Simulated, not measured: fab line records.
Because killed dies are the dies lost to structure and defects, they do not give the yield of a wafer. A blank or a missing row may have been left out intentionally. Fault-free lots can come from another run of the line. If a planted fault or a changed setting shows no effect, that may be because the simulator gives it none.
Matching of chambers + flow n5-finfet + 3 sister chambers for N5_PASSIVATION_PECVD_00 on pecvd-03
The step deposits SiO2 from SiH4/N2O, target thk 200 nm, time 11.2 s. 3 wafers are shown with their chamber, then 7 later ones without.

WAFERS, EACH WITH ITS CHAMBER
| wafer  | chamber | throttle-valve-pct (%) |
|--------|---------|------------------------|
| L081.4 | 2       | 51                     |
| L088.1 | 1       | 49                     |
| L088.2 | 0       | 61                     |

WAFERS MISSING THEIR CHAMBER
| wafer  | throttle-valve-pct (%) |
|--------|------------------------|
| L088.6 | 51                     |
| L090.1 | 60                     |
| L090.3 | 60                     |
| L090.5 | 61                     |
| L095.2 | 49                     |
| L095.4 | 49                     |
| L095.5 | 60                     |

CHAMBER TAKEN BY EACH
| wafer  | from the rows above | in truth |
|--------|---------------------|----------|
| L088.6 | 2                   | 2        |
| L090.1 | 0                   | 0        |
| L090.3 | 0                   | 0        |
| L090.5 | 0                   | 0        |
| L095.2 | 1                   | 1        |
| L095.4 | 1                   | 1        |
| L095.5 | 0                   | 0        |
Correct placement for 7 of the 7. From these rows, 0 cannot be placed. 0 placed wrongly.
How it was worked out, from the rows above alone: a wafer's distance from a chamber is the root of the sum, over the readings, of the square of ((its reading less the chamber's mean) divided by the reading's scatter). If the next closest chamber is less than 2 further off than the closest, the wafer can't be placed; otherwise it belongs to the closest. A chamber's mean is the mean of its shown wafers. The scatter (one wafer shown for each chamber): square how far every hidden wafer sits from the nearest shown wafer, average those squares and take the square root.
